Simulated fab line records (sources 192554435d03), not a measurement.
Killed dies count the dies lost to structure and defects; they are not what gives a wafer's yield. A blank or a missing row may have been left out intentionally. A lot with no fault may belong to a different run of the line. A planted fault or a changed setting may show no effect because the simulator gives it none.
fab line records | flow n5_finfet
[record] lots = 5 wafers = 13 last_day = 18
route steps=1938 shown HKMG_FIN@402 BEOL_M4@1111 PASSIVATION@1936
lots with no fault: from the same line, run without faults
start_h: hours from the record's first day to the start of the lot's first wafer shown | wait_h: hours elapsed since this lot's preceding step | " as in the row above | L1.1+2: a row that stands for several wafers | - no value, or no start was given | * or withheld: withheld | < > ~ a bound
route shown NAME@n: a module of which the file shows steps, and the number in the route of the first | usual: mean/standard deviation taken from wafers without a fault | same: alike in all rows | chamber/n: place in a boat | sites: per-site readings | _std_site: their standard deviation | _edge_site: the outer-site mean with the inner-site mean subtracted | radius_mm: for every site, how far away it sits from the centre of the wafer | mask NAME#n: copy n | behind: the most recent tool/chamber to have shaped the wafer | hold: the reason the lot was held/the length of the hold in hours/how it ended | device: the n, p or np transistor that did not switch | end of line: tests run on the same wafers once the route is complete | a step with no rows: only its recipe | killed: dies lost to structure and defects at the first sort, not the wafer's yield | map: dies across one wafer; x = killed, . = not, _ = none there
set.NAME: the setting as run; set.NAME@STEP: as run at that earlier step | model.NAME: the simulator's own value behind a step, which no gauge read
lots at some steps of the route; a table a step, a row a wafer
[[steps]]
[step N5_HKMG_FIN_ETCH_54]
[recipe] chemistry = CF4 target = SiARC target_depth_a = 455 mask_material = CAR-ArF time_s = 75.8 ion_energy_ev = 80 pressure_mtorr = 40 source_w = 545 bias_w = 36 Ar_flow_sccm = 100 cf4_flow_sccm = 100 ends = cleared
[step N5_HKMG_FIN_ETCH_55]
[recipe] chemistry = N2/H2 target = SOC target_depth_a = 2400 temp_c = 40 time_s = 300 ion_energy_ev = 200 mask_material = SiARC pressure_mtorr = 30 source_w = 840 bias_w = 150 n2_flow_sccm = 200 h2_flow_sccm = 200
[step N5_HKMG_FIN_STRIP_56]
[recipe] chemistry = N2/H2 temp_c = 40 n2_flow_sccm = 200 h2_flow_sccm = 200 rf_frequency_hz = 6e+07
[step N5_HKMG_FIN_STRIP_57]
[recipe] chemistry = CF4 resist = SiARC power_w = 300 bias_power_w = 75 pressure_mtorr = 50 cf4_flow_sccm = 150 rf_frequency_hz = 6e+07
[step N5_HKMG_FIN_ETCH_58]
[recipe] chemistry = N2/H2 target = SOC target_depth_a = 2158 ion_energy_ev = 50 bias_w = 13 time_s = 741 pressure_mtorr = 30 source_w = 875 n2_flow_sccm = 200 h2_flow_sccm = 200
[step N5_HKMG_FIN_STRIP_93]
[recipe] chemistry = N2/H2 material = SOC time_s = 20 power_w = 500 temp_c = 40 pressure_mtorr = 50 rf_frequency_hz = 6e+07 bias_power_w = 8 h2_frac = 0.5 n2_flow_sccm = 300 h2_flow_sccm = 300
[step N5_HKMG_FIN_WET_ETCH_76]
[recipe] chemistry = dNH4OH mix = 1:50 temp_c = 25 target = Al2O3 stop_on = La2O3 target_depth_nm = 2.25 dry = ipa_marangoni rinse_time_s = 30 rinse_temp_c = 23
[step N5_HKMG_FIN_STRIP_60]
[recipe] chemistry = N2/H2 power_w = 2500 temp_c = 300 h2_frac = 0.65 time_s = 360 pressure_mtorr = withheld n2_flow_sccm = 1750 h2_flow_sccm = 3250
[step N5_HKMG_FIN_WET_ETCH_77]
[recipe] chemistry = dHCl mix = 1:10000 temp_c = 25 target = La2O3 stop_on = HfO2 target_depth_nm = 2
[step N5_HKMG_FIN_WET_ETCH_78]
[recipe] chemistry = dNH4OH mix = 1:50 temp_c = 25 target = Al2O3 stop_on = La2O3 target_depth_nm = 4.5 dry = ipa_marangoni rinse_time_s = 30 rinse_temp_c = 23
[step N5_HKMG_FIN_ALD_79]
[recipe] material = TiN target_thk_a = 15 temp_c = 400 ald_precursor_family = TiCl4 ald_co_reactant = NH3 pulse_time_s = 1 purge_time_s = 3 co_reactant_purge_time_s = 2 co_reactant_pulse_time_s = 2 ald_cycles = 68 pressure_torr = 3
[step N5_HKMG_FIN_CVD_62]
[recipe] material = a-Si target_thk_a = 30 temp_c = 500 precursor = Si2H6 pressure_torr = 1 time_s = 20.8
[step N5_HKMG_FIN_RTA_80]
[recipe] temp_c = withheld time_s = 2 ambient = N2 idle_temp_c = 600 ramp_up_c_per_s = 150 ramp_down_c_per_s = 60 cool_to_c = 600
// columns lot.wafer tool chamber start_h wait_h
L935.3+5+6 rtp_anneal-01 0 105.60 0.1
L938.2+5 rtp_anneal-01 0 121.44 0.2
L939.2+6 rtp_anneal-01 0 126.60 0.1
L940.1+3+5 rtp_anneal-01 0 131.51 0.1
L951.1+3+4 rtp_anneal-01 0 201.74 0.1
[step N5_HKMG_FIN_PRECLEAN_64]
[recipe] chemistry = dHF time_s = 30 temp_c = 25 dilution = withheld
[step N5_HKMG_FIN_WET_ETCH_65]
[recipe] chemistry = TMAH temp_c = 70 conc_wt_pct = 5 target = a-Si stop_on = TiN time_s = 49 target_depth_nm = 3
[step N5_HKMG_FIN_WET_ETCH_81]
[recipe] chemistry = SC1 target = TiN stop_on = HfO2 mix = 1:1:5 temp_c = 60 time_s = 57 target_depth_nm = 6
[step N5_HKMG_FIN_WET_ETCH_82]
[recipe] chemistry = dHCl mix = 1:10000 temp_c = 25 target = La2O3 stop_on = HfO2 target_depth_nm = 2 dry = ipa_marangoni rinse_time_s = 30 rinse_temp_c = 23
[step N5_HKMG_FIN_ALD_36]
[recipe] material = TiN target_thk_a = 10 temp_c = 400 ald_precursor_family = TiCl4 ald_co_reactant = NH3 pulse_time_s = 1 purge_time_s = 3 co_reactant_purge_time_s = 2 co_reactant_pulse_time_s = 2 ald_cycles = 47 pressure_torr = 3
[step N5_HKMG_FIN_PWFM_ALD_03]
[recipe] material = TiN target_thk_a = 20 temp_c = 400 ald_precursor_family = TiCl4 ald_co_reactant = NH3 pulse_time_s = 1 purge_time_s = 3 co_reactant_purge_time_s = 2 co_reactant_pulse_time_s = 2 ald_cycles = 91 pressure_torr = 3
[step N5_HKMG_FIN_COAT_29]
[recipe] resist = SOC temp_c = 250 time_s = 60 spin_rpm = 1500 resist_thk_nm = 300
[step N5_HKMG_FIN_COAT_30]
[recipe] resist = SiARC temp_c = 220 time_s = 60 spin_rpm = 1500 resist_thk_nm = 35
[step N5_HKMG_FIN_COAT_06]
[recipe] resist = CAR-ArF spin_rpm = 1500 resist_thk_nm = 90
[step N5_HKMG_FIN_EBR_08]
[recipe] solvent = PGMEA ebr_width_mm = 1.5
[step N5_HKMG_FIN_SOFTBAKE_07]
[recipe] temp_c = 110 time_s = 60 resist = CAR-ArF
[step N5_HKMG_FIN_EXPOSE_09]
[recipe] mask_id = NWFM na = 1.35 source_shape = conventional sigma_outer = 0.8 polarization = unpolarized dose_mj = 39.25
[step N5_HKMG_FIN_PEB_10]
[recipe] peb_temp_c = withheld peb_time_s = 60 resist = CAR-ArF
[step N5_HKMG_FIN_DEVELOP_11]
[recipe] develop_time_s = 30 developer = TMAH resist = CAR-ArF dev_temp_c = 23 rinse_liquid = diw dry = air_spin
[step N5_HKMG_FIN_DESCUM_17]
[recipe] chemistry = O2 time_s = 7.9 source_power_w = 50 bias_power_w = 20 pressure_mtorr = 20 rf_frequency_hz = 2.712e+07 temp_c = 40 resist = CAR-ArF o2_flow_sccm = 225
[step N5_HKMG_FIN_ETCH_31]
[recipe] chemistry = CF4 target = SiARC target_depth_a = 455 mask_material = CAR-ArF time_s = 75.8 ion_energy_ev = 80 pressure_mtorr = 40 source_w = 545 bias_w = 36 Ar_flow_sccm = 100 cf4_flow_sccm = 100 ends = cleared
[step N5_HKMG_FIN_ETCH_32]
[recipe] chemistry = N2/H2 target = SOC target_depth_a = 2400 temp_c = 40 time_s = 300 ion_energy_ev = 200 mask_material = SiARC pressure_mtorr = 30 source_w = 840 bias_w = 150 n2_flow_sccm = 200 h2_flow_sccm = 200
[step N5_HKMG_FIN_STRIP_33]
[recipe] chemistry = N2/H2 temp_c = 40 n2_flow_sccm = 200 h2_flow_sccm = 200 rf_frequency_hz = 6e+07
[step N5_HKMG_FIN_STRIP_34]
[recipe] chemistry = CF4 resist = SiARC power_w = 300 bias_power_w = 75 pressure_mtorr = 50 cf4_flow_sccm = 150 rf_frequency_hz = 6e+07
[step N5_HKMG_FIN_ETCH_35]
[recipe] chemistry = N2/H2 target = SOC target_depth_a = 2158 ion_energy_ev = 65 bias_w = 5 source_w = 3000 time_s = 243.4 pressure_mtorr = 30 n2_flow_sccm = 200 h2_flow_sccm = 200
[step N5_HKMG_FIN_STRIP_92]
[recipe] chemistry = N2/H2 material = SOC time_s = 20 power_w = 500 temp_c = 40 pressure_mtorr = 50 rf_frequency_hz = 6e+07 bias_power_w = 8 h2_frac = 0.5 n2_flow_sccm = 300 h2_flow_sccm = 300
[step N5_HKMG_FIN_WET_ETCH_18]
[recipe] chemistry = SC1 target = TiN mix = 1:1:5 temp_c = * time_s = 55 target_depth_nm = 5.2 dry = ipa_marangoni rinse_time_s = 30 rinse_temp_c = 23
[step N5_HKMG_FIN_STRIP_19]
[recipe] chemistry = N2/H2 power_w = 2500 temp_c = 300 h2_frac = 0.65 time_s = 360 pressure_mtorr = withheld n2_flow_sccm = 1750 h2_flow_sccm = 3250
[step N5_HKMG_FIN_ALD_91]
[recipe] material = TiN target_thk_a = 10 temp_c = 400 ald_precursor_family = TiCl4 ald_co_reactant = NH3 pulse_time_s = 1 purge_time_s = 3 co_reactant_purge_time_s = 2 co_reactant_pulse_time_s = 2 ald_cycles = 47 pressure_torr = 3
[step N5_HKMG_FIN_COAT_85]
[recipe] resist = SOC temp_c = 250 time_s = 60 spin_rpm = 1500 resist_thk_nm = 300
[step N5_BEOL_M4_RC_MEAS_101]
[usual] DIBL_N = 36.4/1.4 DIBL_P = 36.4/1.5 IOFF_N = 0.156/0.022 IOFF_P = 0.210/0.023 IOFF_P_85C = 3.6/0.33 IOFF_P_LIN = 0.099/0.0086 IOFF_P_LONG = 0.000106/7.3e-06 ION_N = 675/9.1 ION_P = 463/5.7 SS_N = 71.6/0.45 SS_P = 73.3/0.56 VT_N = 250/3.1 VT_N_LVT = 99/3.1 VT_P = -250.3/2.3 VT_P_LONG = -275.4/2.8
// columns lot.wafer tool chamber start_h wait_h DIBL_N[mV/V] DIBL_P[mV/V] IOFF_N[nA/um] IOFF_P[nA/um] IOFF_P_85C[nA/um] IOFF_P_LIN[nA/um] IOFF_P_LONG[nA/um] ION_N[uA/um] ION_P[uA/um] SS_N[mV/dec] SS_P[mV/dec] VT_N[mV] VT_N_LVT[mV] VT_P[mV] VT_P_LONG[mV]
L935.3 prober-01 0 224.19 0.3 36.2 36.9 0.182 0.227 3.9 0.106 0.000114 678 463 71.5 73.5 246 94 -249.8 -272.1
L935.5 " 0 " " 33.7 35.0 0.139 0.194 3.4 0.097 0.000113 672 464 70.9 71.9 249 98 -250.3 -271.7
L935.6 " 0 " " 36.1 38.1 0.190 0.258 4.3 0.116 0.000118 694 476 71.9 73.3 243 94 -247.5 -272.0
L938.2 prober-01 0 242.12 0.2 37.7 40.6 0.203 0.408 6.5 0.181 0.000158 693 486 71.6 74.5 244 107 -235.7 -262.5
L938.5 " 0 " " 34.7 37.0 0.151 0.307 5.1 0.149 0.000159 672 478 71.0 73.0 250 109 -237.5 -264.1
L939.2 prober-01 0 249.31 0.2 34.8 35.4 0.121 0.257 4.4 0.124 0.000128 663 473 71.6 72.7 257 117 -241.1 -264.7
L939.6 " 0 " " 35.7 36.6 0.135 0.188 3.4 0.089 9.7e-05 669 458 71.7 72.8 255 104 -252.5 -276.9
L940.1 prober-02 0 256.94 0.0 38.4 38.2 0.176 0.193 3.4 0.086 8.7e-05 674 451 72.1 74.2 249 96 -253.9 -282.3
L940.3 " 0 " " 37.3 38.2 0.160 0.187 3.3 0.086 9.1e-05 674 458 72.0 73.6 249 97 -254.2 -282.0
L940.5 " 0 " " 36.9 36.7 0.140 0.245 4.2 0.115 0.000117 660 463 72.7 73.4 253 112 -245.6 -270.3
L951.1 prober-01 0 317.48 0.0 39.6 39.2 0.214 0.253 4.2 0.112 0.000105 692 468 72.1 74.1 246 93 -248.8 -273.0
L951.3 " 0 " " 38.3 38.4 0.193 0.231 3.9 0.105 0.000112 689 468 71.8 73.4 247 94 -248.4 -274.0
L951.4 " 0 " " 37.3 36.2 0.175 0.206 3.6 0.098 0.000114 678 461 71.2 73.4 248 95 -250.1 -272.2
[step N5_PASSIVATION_PROBE_49]
[usual] defect_limited_yield = 91.5/1.3 killed_at_M0_to_M3 = 33/10 killed_at_M4_up = 13/4 killed_at_contacts = 12/6.3 killed_at_front_end = 39/11 killed_at_other = 3.4/2.6 killed_dies = 100/15 killed_open = 65/11 killed_short = 34/7.8 sort_bin_4_leakage = 0/0 sort_bin_5_function = 5.0/0.89 sort_bin_6_memory = 3.2/0.58 sort_n_pass = 1080/15 sort_yield_pct = 91.5/1.3
[same] gross_dies = 1180 killed_at_back_side = 0 sort_bin_8_speed[%] = 0
// columns lot.wafer tool chamber start_h wait_h defect_limited_yield[%] killed_at_M0_to_M3 killed_at_M4_up killed_at_contacts killed_at_front_end killed_at_other killed_dies killed_open killed_short sort_bin_4_leakage[%] sort_bin_5_function[%] sort_bin_6_memory[%] sort_n_pass sort_yield_pct[%]
L935.3 prober-02 - 338.28 0.1 90.8 19 15 21 54 0 109 85 20 0 5.7 3.1 1071 90.8
L935.5 prober-02 - 338.38 0.2 91.8 24 11 13 44 5 97 59 36 0 4.2 3.6 1083 91.8
L935.6 prober-02 - 338.43 0.3 92.6 21 21 5 37 3 87 61 23 0 4.0 2.7 1093 92.6
L938.2 prober-01 - 357.69 0.1 91.9 34 14 14 30 4 96 60 29 0.25 4.5 2.8 1081 91.6
L938.5 prober-01 - 357.84 0.2 92.8 26 9 17 30 3 85 46 39 0 4.6 2.2 1095 92.8
L939.2 prober-02 - 361.97 0.1 90.8 30 11 10 49 9 109 80 29 0 6.0 2.8 1071 90.8
L939.6 prober-02 - 362.17 0.3 93.6 14 7 12 34 9 76 46 27 0 4.5 1.7 1104 93.6
L940.1 prober-01 - 369.37 0.0 89.8 56 18 8 37 1 120 79 39 0 6.0 3.7 1060 89.8
L940.3 prober-01 - 369.47 0.1 92.2 48 7 15 21 1 92 57 29 0 4.2 3.1 1088 92.2
L940.5 prober-01 - 369.57 0.2 91.0 56 13 6 29 2 106 70 33 0 5.5 3.2 1074 91.0
L951.1 prober-02 - 423.81 0.0 92.4 34 12 13 29 2 90 55 33 0 4.8 2.5 1090 92.4
L951.3 prober-02 - 423.91 0.1 91.7 35 15 7 39 2 98 62 35 0 5.1 2.6 1082 91.7
L951.4 prober-02 - 423.96 0.2 91.7 30 11 15 38 4 98 65 32 0 4.8 3.1 1082 91.7
// killed by level:class
L935.3 STI_FIN_REVEAL:geometric_particle:open=30 MOL_CONTACT_COAG:geometric_particle:open=18 BEOL_M2:geometric_particle:open=8 FIN_SAQP:geometric_particle:short=5 BEOL_M3:geometric_particle:open=5 GATE_CUT:geometric_particle:short=4 BEOL_M0_SAQP:geometric_particle:open=4 BEOL_M4:geometric_particle:open=4
L935.5 FIN_SAQP:geometric_particle:short=13 STI_FIN_REVEAL:geometric_particle:open=13 MOL_CONTACT_COAG:geometric_particle:open=10 BEOL_M4:geometric_particle:open=7 BEOL_M2:geometric_particle:open=6 FIN_SAQP:geometric_particle:open=5 BEOL_M0_SAQP:geometric_particle:short=5 BEOL_M0_SAQP:geometric_particle:open=4
L935.6 FIN_SAQP:geometric_particle:open=11 BEOL_M4:geometric_particle:open=9 STI_FIN_REVEAL:geometric_particle:open=7 FIN_SAQP:geometric_particle:short=6 BEOL_M0_SAQP:geometric_particle:open=5 BEOL_M2:geometric_particle:open=5 STI_FIN_REVEAL:geometric_particle:short=4 BEOL_M3:geometric_particle:open=4
L938.2 MOL_CONTACT_COAG:geometric_particle:open=10 BEOL_M0_SAQP:geometric_particle:short=9 BEOL_M2:geometric_particle:open=8 STI_FIN_REVEAL:geometric_particle:open=7 BEOL_M0_SAQP:geometric_particle:open=6 BEOL_M5:geometric_particle:open=5 HKMG_FIN:area_etch=5 GATE_CUT:geometric_particle:short=4
L938.5 MOL_CONTACT_COAG:geometric_particle:open=11 BEOL_M0_SAQP:geometric_particle:short=11 MOL_CONTACT_COAG:geometric_particle:short=6 BEOL_M0_SAQP:geometric_particle:open=6 FIN_SAQP:geometric_particle:open=5 STARTING-WAFER:geometric_particle:short=5 GATE_CUT:geometric_particle:open=4 BEOL_M2:geometric_particle:open=4
L939.2 BEOL_M3:geometric_particle:open=12 MOL_CONTACT_COAG:geometric_particle:open=8 FIN_SAQP:geometric_particle:open=7 BEOL_M2:geometric_particle:open=7 ILD0:geometric_particle:short=6 DUMMY_GATE:geometric_particle:open=5 ILD0:geometric_particle:open=5 STARTING-WAFER:geometric_particle:open=5
L939.6 MOL_CONTACT_COAG:geometric_particle:open=11 FIN_SAQP:geometric_particle:short=8 DUMMY_GATE:geometric_particle:open=6 BEOL_M2:geometric_particle:open=6 FIN_SAQP:geometric_particle:open=5 MIM_TOP:geometric_particle:short=4 ILD0:geometric_particle:short=3 BEOL_M0_SAQP:geometric_particle:short=3
L940.1 BEOL_M0_SAQP:geometric_particle:short=17 BEOL_M0_SAQP:geometric_particle:open=12 FIN_SAQP:geometric_particle:open=10 BEOL_M2:geometric_particle:open=8 BEOL_M4:geometric_particle:open=8 FIN_SAQP:geometric_particle:short=7 MOL_CONTACT_COAG:geometric_particle:open=7 STI_FIN_REVEAL:geometric_particle:open=7
L940.3 BEOL_M0_SAQP:geometric_particle:short=13 MOL_CONTACT_COAG:geometric_particle:open=12 BEOL_M0_SAQP:geometric_particle:open=10 BEOL_M3:geometric_particle:open=10 STI_FIN_REVEAL:geometric_particle:open=7 BEOL_M2:geometric_particle:open=6 FIN_SAQP:geometric_particle:short=5 BEOL_M1:geometric_particle:open=4
L940.5 BEOL_M0_SAQP:geometric_particle:open=20 BEOL_M0_SAQP:geometric_particle:short=14 FIN_SAQP:geometric_particle:short=9 BEOL_M3:geometric_particle:open=7 FIN_SAQP:geometric_particle:open=6 MOL_CONTACT_COAG:geometric_particle:open=6 BEOL_M2:geometric_particle:open=6 BEOL_M4:geometric_particle:open=4
L951.1 MOL_CONTACT_COAG:geometric_particle:open=10 BEOL_M3:geometric_particle:open=10 BEOL_M5:geometric_particle:open=8 BEOL_M0_SAQP:geometric_particle:short=7 BEOL_M0_SAQP:geometric_particle:open=6 FIN_SAQP:geometric_particle:short=5 FIN_SAQP:geometric_particle:open=5 BEOL_M1:geometric_particle:short=4
L951.3 FIN_SAQP:geometric_particle:short=13 DUMMY_GATE:geometric_particle:open=8 FIN_SAQP:geometric_particle:open=7 BEOL_M0_SAQP:geometric_particle:open=7 BEOL_M0_SAQP:geometric_particle:short=7 BEOL_M2:geometric_particle:open=7 MOL_CONTACT_COAG:geometric_particle:open=5 BEOL_M3:geometric_particle:open=5
L951.4 MOL_CONTACT_COAG:geometric_particle:open=14 STI_FIN_REVEAL:geometric_particle:open=9 DUMMY_GATE:geometric_particle:open=7 GATE_CUT:geometric_particle:short=7 BEOL_M0_SAQP:geometric_particle:open=7 BEOL_M0_SAQP:geometric_particle:short=6 BEOL_M0:geometric_particle:open=4 BEOL_M1:geometric_particle:open=4
[[key]]
[first_sign] step = N5_BEOL_M4_RC_MEAS_101 reading = IOFF_P_LIN direction = up sigmas = 5.1 usual = 0.099 struck = 0.143
[effect] step = N5_BEOL_M4_RC_MEAS_101 reading = IOFF_P_LONG direction = up sigmas = 4.8 usual = 0.000106 struck = 0.000141
[effect] step = N5_BEOL_M4_RC_MEAS_101 reading = VT_P direction = up sigmas = 4.5 usual = -250.3 struck = -240.0
[effect] step = N5_BEOL_M4_RC_MEAS_101 reading = IOFF_P_85C direction = up sigmas = 4.3 usual = 3.6 struck = 5.0
[effect] step = N5_BEOL_M4_RC_MEAS_101 reading = IOFF_P direction = up sigmas = 4.2 usual = 0.210 struck = 0.304
[effect] step = N5_BEOL_M4_RC_MEAS_101 reading = VT_N_LVT direction = up sigmas = 4 usual = 99 struck = 111
[effect] step = N5_BEOL_M4_RC_MEAS_101 reading = VT_P_LONG direction = up sigmas = 3.6 usual = -275.4 struck = -265.4
[effect] step = N5_BEOL_M4_RC_MEAS_101 reading = ION_P direction = up sigmas = 2.1 usual = 463 struck = 475
met_at N5_HKMG_FIN_RTA_80
struck_wafers L938.2,L938.5,L939.2,L940.5
onset_between 105.60 121.44
[fault] kind = process_parameter_drift tool = rtp_anneal-01 chamber = - onset_h = 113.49 steps = N5_HKMG_FIN_RTA_80 channel = time_s offset = * shape = step end_h = 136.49 scope = struck_wafers_only acts_in = * stated = *
